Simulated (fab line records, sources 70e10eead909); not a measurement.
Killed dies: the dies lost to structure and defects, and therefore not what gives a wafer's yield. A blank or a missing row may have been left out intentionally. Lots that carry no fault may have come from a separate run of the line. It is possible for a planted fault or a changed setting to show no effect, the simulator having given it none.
Struck lot and sound lot, side by side	flow nandHarc	17 out of 1159 route steps
Sound: the wafers L953.3, L953.4, L953.6. Wafers struck: L948.2, L948.5, L948.6. Last of all comes the cause.
At each step with rows: each side's tool, then ch and its chambers, then its first start. Under that, the readings that differ: sound wafers	struck wafers	difference of the means	sigmas: that difference in standard deviations of wafers without a fault.
alike: a reading whose means differ by less than 2 such deviations, as well as words and numbers matching on both sides. not compared: withheld readings; readings where some wafer has no value; bounds like >300 that might hide an equal value; numbers whose values overlap and for which the record gives no deviation.
Wherever a step has rows on one side only, a row that says differs or no value, or a row with sigmas, the two part there. When numbers do not overlap yet have no deviation, they are printed without sigmas and do not part them. Lack of a reading on every wafer of one side parts them only where that side has two or more wafers.

NHARC_P_M0_OVL_MEAS_10: pitch 180 nm.
  sound on overlay-02, day 9 20:44; struck on overlay-01, day 9 10:25
  alike: overlayXNm, overlayYNm
NHARC_P_M0_INSPECT_11:
  sound on defectInspect-01, day 9 20:46; struck on defectInspect-02, day 9 10:28
  alike: rawDefectCount
NHARC_P_M0_DESCUM_14: chemistry O2, time 3 s.
  sound on rieDiel-05 ch 0,1,2, day 9 20:50; struck on rieDiel-05 ch 0,1, day 9 10:32
  alike: chamberPressureMTorr, drypumpMotorCurrentA, oesProductAu, rfVppV, showerheadPlenumPTorr, throttleValvePct
  not compared: rfHoursCounterH
NHARC_P_M0_ETCH_34: etches the open film in N2/H2, target depth 40 nm, overetch 12 nm, time 43.94 s.
  sound on rieDiel-05 ch 1,3, day 9 20:56; struck on rieDiel-05 ch 1,2,3, day 9 10:37
  alike: chamberPressureMTorr, drypumpMotorCurrentA, oesProductAu, rfVppV, showerheadPlenumPTorr, throttleValvePct
  not compared: rfHoursCounterH
NHARC_P_M0_ETCH_15: etches the open film in C4F8/Ar, target depth 150 nm, overetch 15 nm, time 82.5 s.
  sound on rieDiel-05 ch 0,2,3; struck on rieDiel-05 ch 0,1,3
  alike: chamberPressureMTorr, oesProductAu, rfVppV
  not compared: rfHoursCounterH
NHARC_P_M0_CD_MEAS_16:
  sound on cdSem-03, day 9 21:09; struck on cdSem-03, day 9 10:49
  alike: cdNm
NHARC_P_M0_STRIP_18: strips in N2/H2.
  sound on rieDiel-01 ch 0,1,3, day 9 21:13; struck on rieDiel-01 ch 0,1, day 9 10:55
  alike: chamberPressureMTorr, drypumpMotorCurrentA, oesProductAu, rfVppV, showerheadPlenumPTorr, throttleValvePct
  not compared: rfHoursCounterH
then, 5 steps without rows for these wafers: NHARC_P_M0_STRIP_19 (strips in post etch residue remover, time 600 s); NHARC_P_M0_DEGAS_28 (time 60 s); NHARC_P_M0_PRE_CLEAN_29 (time 30 s); NHARC_P_M0_PVD_20 (deposits TaN, target thk 5 nm, time 8.06 s); NHARC_P_M0_PVD_21 (deposits Cu, target thk 30 nm, time 20.49 s).
NHARC_P_M0_ECD_22: material Cu, target thk 400 nm.
  sound on ecdCu-01 ch 0,1, day 9 22:13; struck on ecdCu-02 ch 0,1, day 9 11:51
  no value came back on the struck wafers for bathHeatDutyPct (%), bathTempC (C); on the sound wafers bathHeatDutyPct (%) reads 5.9 7.3 6.3
NHARC_P_M0_ANNEAL_30: time 90 s.
  sound on rtpAnneal-01 ch 0, day 9 22:36; struck on rtpAnneal-02 ch 0, day 9 12:15
  alike: wafer_temp_C_max
NHARC_P_M0_CMP_23: polishes, t overpolish 20 s, target thk 117.53 nm.
  sound on cmp-01 ch 1,2,3, day 9 22:54; struck on cmp-01 ch 0,1,2, day 9 12:36
reading	sound	struck	difference	sigmas
timeToEndpointS (s)	25.7 28.0 24.2	0.0 0.0 0.0	-26.0	-9
  alike: motorCurrentA, slurryFilterDpKPa
NHARC_P_M0_THK_MEAS_24: measures by xrf.
  sound on filmMetro-02, day 9 23:10; struck on filmMetro-01, day 9 12:52
reading	sound	struck	difference	sigmas
thkNm (nm)	114.7 116.1 115.5	30.8 31.0 28.7	-85.3	-53
next, for these wafers, 1 step has no rows: NHARC_P_M0_SRD_25.

## WHERE THEY PART
Last at NHARC_P_M0_THK_MEAS_24 as far as this record goes, first at NHARC_P_M0_ECD_22.

WHY: what had been put in by the simulator
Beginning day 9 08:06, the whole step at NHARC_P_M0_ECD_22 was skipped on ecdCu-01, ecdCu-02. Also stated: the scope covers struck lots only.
